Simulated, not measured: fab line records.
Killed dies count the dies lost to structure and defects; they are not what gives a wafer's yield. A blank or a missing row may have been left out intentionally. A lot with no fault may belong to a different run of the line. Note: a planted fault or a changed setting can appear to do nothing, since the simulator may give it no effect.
Which tool is to blame?    flow n5 finfet    Sampling: 13 lots, 35 wafers, 3 of 1938 route steps

## WHAT THE GAUGES READ, wafer by wafer
N5_BEOL_M9_THK_MEAS_53: measures by xrf.
lot   measured      on             M9_THK (nm)
L986  day 9 09:05   film metro-02  138.8 140.4
L987  day 9 16:18   film metro-01  141.6 140.7 137.4
L988  day 9 16:38   film metro-02  143.4 142.8
L989  day 10 07:47  film metro-01  135.0 133.8 138.3
L990  day 10 17:23  film metro-02  138.1 139.0 142.1
L993  day 11 06:29  film metro-02  143.9 138.6
L995  day 11 12:16  film metro-02  146.2 140.1 141.8
L994  day 11 14:20  film metro-02  141.0 135.8
L997  day 12 04:20  film metro-02  135.1 140.8 134.2
L998  day 12 10:37  film metro-01  138.2 144.8 145.1
L102  day 13 00:42  film metro-01  140.9 134.7 142.9
L101  day 13 08:44  film metro-01  140.1 141.6 143.0
L108  day 15 00:33  film metro-01  139.1 139.9 139.9

## WHAT TOOL EACH LOT RAN ON (gives the tool, then ch and the chambers of the sampled wafers, and finally the start)
lot   N5_BEOL_M9_PRE_CLEAN_45       N5_BEOL_M9_SPUTTER_48
L986  pvd sputter-02, day 9 07:18   pvd sputter-03, day 9 08:15
L987  pvd sputter-03, day 9 13:37   pvd sputter-03, day 9 14:08
L988  pvd sputter-02, day 9 13:43   pvd sputter-02, day 9 14:15
L989  pvd sputter-02, day 10 06:18  pvd sputter-01, day 10 06:58
L990  pvd sputter-03, day 10 15:40  pvd sputter-03, day 10 16:25
L993  pvd sputter-02, day 11 04:58  pvd sputter-03, day 11 05:40
L995  pvd sputter-01, day 11 10:01  pvd sputter-02, day 11 10:43
L994  pvd sputter-03, day 11 12:54  pvd sputter-03, day 11 13:31
L997  pvd sputter-01, day 12 02:32  pvd sputter-01, day 12 03:14
L998  pvd sputter-03, day 12 08:34  pvd sputter-03, day 12 09:07
L102  pvd sputter-01, day 12 23:04  pvd sputter-01, day 12 23:43
L101  pvd sputter-02, day 13 06:41  pvd sputter-01, day 13 07:20
L108  pvd sputter-01, day 14 23:00  pvd sputter-01, day 14 23:43
- N5_BEOL_M9_PRE_CLEAN_45: time 30 s.
- N5_BEOL_M9_SPUTTER_48: material Cu, target thk 12 nm, time 2 s.

## AS READ BY THE TOOLS THEMSELVES (means over the sampled wafers that have a number; for cases with no such wafer, the mark the record gives instead)
N5_BEOL_M9_PRE_CLEAN_45.
lot   tool            heater power w (W)
L986  pvd sputter-02  306
L987  pvd sputter-03  331
L988  pvd sputter-02  334
L989  pvd sputter-02  319
L990  pvd sputter-03  338
L993  pvd sputter-02  310
L995  pvd sputter-01  353
L994  pvd sputter-03  351
L997  pvd sputter-01  330
L998  pvd sputter-03  353
L102  pvd sputter-01  318
L101  pvd sputter-02  323
L108  pvd sputter-01  346

N5_BEOL_M9_SPUTTER_48.
lot   tool            cathode dc power W (W)  chuck gas flow sccm (sccm)  throttle valve pct (%)
L986  pvd sputter-03  26008                   1.27                        29.8
L987  pvd sputter-03  26002                   1.23                        30.3
L988  pvd sputter-02  25998                   1.25                        29.9
L989  pvd sputter-01  25997                   1.26                        30.1
L990  pvd sputter-03  26000                   1.25                        29.4
L993  pvd sputter-03  25999                   1.25                        31.0
L995  pvd sputter-02  26000                   1.28                        29.0
L994  pvd sputter-03  26000                   1.27                        31.0
L997  pvd sputter-01  26002                   1.27                        28.6
L998  pvd sputter-03  25999                   1.31                        30.1
L102  pvd sputter-01  25998                   1.22                        29.7
L101  pvd sputter-01  26006                   1.26                        29.3
L108  pvd sputter-01  26001                   1.21                        29.1

## THE ANSWER, worked out from the rows above alone
Rule: the lots themselves supply what counts as usual. The widest of any qualifying gaps counts: lots, ordered by their means at a reading, are off when they make up no more than a third of the lots, leave a main group of 4 or more, and stand apart from it by 3 or more times the standard deviation of that group's means. The tables above print the reading to a certain number of digits; a main group whose means all agree to those digits is not used. Also off: a lot with no number at a reading for which 4 or more lots have one. Where the step has rows for the other lots, those lots are counted as sound. The gauges are gone through in route order, then the tools' own readings, and for those a lot's mean is taken as printed above. The first step at which some lot is off is used, and at that step the reading that is off furthest; a lot without a number counts as furthest.
No lot is off at any reading shown: from this, nothing can be told.

## WHAT THE SIMULATOR HAD PUT IN
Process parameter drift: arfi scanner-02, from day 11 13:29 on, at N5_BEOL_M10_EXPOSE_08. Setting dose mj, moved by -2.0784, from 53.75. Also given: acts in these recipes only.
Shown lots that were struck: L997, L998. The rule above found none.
